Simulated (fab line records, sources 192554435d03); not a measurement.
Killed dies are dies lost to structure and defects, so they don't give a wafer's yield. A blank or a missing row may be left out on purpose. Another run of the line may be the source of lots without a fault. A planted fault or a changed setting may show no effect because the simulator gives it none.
Struck lot and sound lot, side by side    flow n5Finfet    36 out of 1938 route steps
Sound: these wafers, L280.1, L280.3, L280.5. Struck: wafer L285.5 (L285.4, L285.6, from the same lot, were not struck and are left out); the cause is given at the end.
Each step with rows lists, per side, the tool, then ch with its chambers, then its first start. Under that, the readings that differ: sound wafers    struck wafers    difference of the means    sigmas: that difference in standard deviations of wafers without a fault.
alike: a reading whose means differ by less than 2 such deviations, as well as words and numbers matching on both sides. not compared: withheld readings; readings where some wafer has no value; bounds like >300 that might hide an equal value; numbers whose values overlap and for which the record gives no deviation.
The two part at a step that has a row with sigmas, a row that says differs or no value, or rows on one side only. Numbers that have no deviation but don't overlap get no sigmas and don't part them. A reading that every wafer of one side lacks parts them only if that side has two wafers or more.

first, 9 steps without rows for these wafers: N5_BEOL_M4_ANNEAL_95 (time 240 s); N5_BEOL_M4_SPUTTER_96 (material Cu, target thk 4.5 nm, time 8.29 s); N5_BEOL_M4_ECD_50 (material Cu, target thk 300 nm); N5_BEOL_M4_ANNEAL_51 (time 90 s); N5_BEOL_M4_CMP_52 (polishes, stops on SiOC, t overpolish 6.8 s, target thk 40 nm); N5_BEOL_M4_PRE_CLEAN_60 (time 15 s); N5_BEOL_M4_CO_CAP_55 (material Co, precursor CCTBA/H2, target thk 2 nm, time 102.1 s); N5_BEOL_M4_PRE_CLEAN_56 (time 15 s); N5_BEOL_M4_DEP_57 (deposits SiCN from 3MS/NH3, target thk 8 nm, time 14 s).
N5_BEOL_M4_RC_MEAS_101:
  sound on prober-01 ch 0, day 8 22:01; struck on prober-02 ch 0, day 11 02:08
reading    sound        struck  difference  sigmas
VT_N (mV)  247 254 253  259     +8          +2
  alike: DIBL_N, DIBL_P, IOFF_N, IOFF_P, ION_N, ION_P, SS_N, SS_P, VT_P
then, 24 steps without rows for these wafers: N5_BEOL_M5_ILD_DEP_00 (deposits SiCOH lowk from DEMS/porogen, target thk 140.64 nm, time 25.9 s); N5_BEOL_M5_CURE_79 (cures SiCOH lowk, time 240 s); N5_BEOL_M5_PECVD_70 (deposits SiO2 from TEOS/O2, target thk 16 nm, time 18 s); N5_BEOL_M5_HM_DEP_02 (deposits TiN, target thk 20 nm); N5_BEOL_M5_COAT_59 (time 60 s, resist thk 60 nm); N5_BEOL_M5_COAT_60 (time 60 s, resist thk 12 nm); N5_BEOL_M5_COAT_71 (time 60 s, resist thk 5 nm); N5_BEOL_M5_COAT_05 (resist thk 30 nm); N5_BEOL_M5_EBR_07; N5_BEOL_M5_SOFTBAKE_06 (time 60 s); N5_BEOL_M5_EXPOSE_08 (exposes mask M5, target cd 28 nm); N5_BEOL_M5_PEB_09 (peb time 60 s); N5_BEOL_M5_DEVELOP_10 (develop time 30 s); N5_BEOL_M5_DESCUM_16 (chemistry O2, time 7 s); N5_BEOL_M5_ETCH_72 (etches underlayer in N2/H2, target depth 6.5 nm, time 5.2 s); N5_BEOL_M5_ETCH_61 (etches SiARC in CF4, target depth 15.6 nm, time 26 s); N5_BEOL_M5_ETCH_62 (etches SOC in N2/H2, target depth 75 nm, overetch 15 nm, time 112.5 s); N5_BEOL_M5_STRIP_63 (strips in N2/H2); N5_BEOL_M5_STRIP_73 (strips in N2/H2); N5_BEOL_M5_STRIP_64 (strips in CF4); N5_BEOL_M5_HM_OPEN_17 (chemistry Cl2/BCl3, target TiN, target depth 20 nm, overetch 6 nm); N5_BEOL_M5_STRIP_19 (strips in O2); N5_BEOL_M5_COAT_65 (time 60 s, resist thk 60 nm); N5_BEOL_M5_COAT_66 (time 60 s, resist thk 12 nm).
-- the record jumps here: 4 days lie between the struck wafers' starts before and after (it left off in module BEOL_M5 and takes up again in module PASSIVATION, whose first step shown is number 1936 of the route) --
N5_PASSIVATION_SPUTTER_20: material TaN, target thk 50 nm.
  sound: pvdSputter-01 at day 13 00:08; struck: pvdSputter-01 at day 14 23:02
reading                                         sound           struck  difference  sigmas
throttleValvePct (%)                            31.3 28.3 28.1  31.1    +1.9        +2
model.TaN_of_PASSIVATION_SPUTTER_20.thkNm (nm)  50.4 50.8 50.4  66.8    +16.3       
N5_PASSIVATION_PROBE_49:
  sound: prober-01 at day 13 06:07; struck: prober-01 at day 15 05:14
reading                 sound           struck  difference  sigmas
defectLimitedYield (%)  92.5 92.5 89.8  1.7     -89.9       -64
killedAtContacts        24 21 26        11      -13         -2
killedAtOther           5 5 2           1064    +1060       +99 or more
killedDies              88 88 120       1160    +1061       +62
killedOnRim             10 9 16         134     +122        +28
sortNPass               1092 1092 1060  20      -1061       -62
sortYieldPct (%)        92.5 92.5 89.8  1.7     -89.9       -64
  alike: killed_at_M0_to_M3, killed_at_M4_up, killedAtFrontEnd, killedOpen, killedShort, sort_bin_5_function, sort_bin_6_memory, sort_bin_8_speed

## WHERE THEY PART
At N5_BEOL_M4_RC_MEAS_101 first; at N5_PASSIVATION_PROBE_49 last (within this record only).

WHY: whatever the simulator had introduced
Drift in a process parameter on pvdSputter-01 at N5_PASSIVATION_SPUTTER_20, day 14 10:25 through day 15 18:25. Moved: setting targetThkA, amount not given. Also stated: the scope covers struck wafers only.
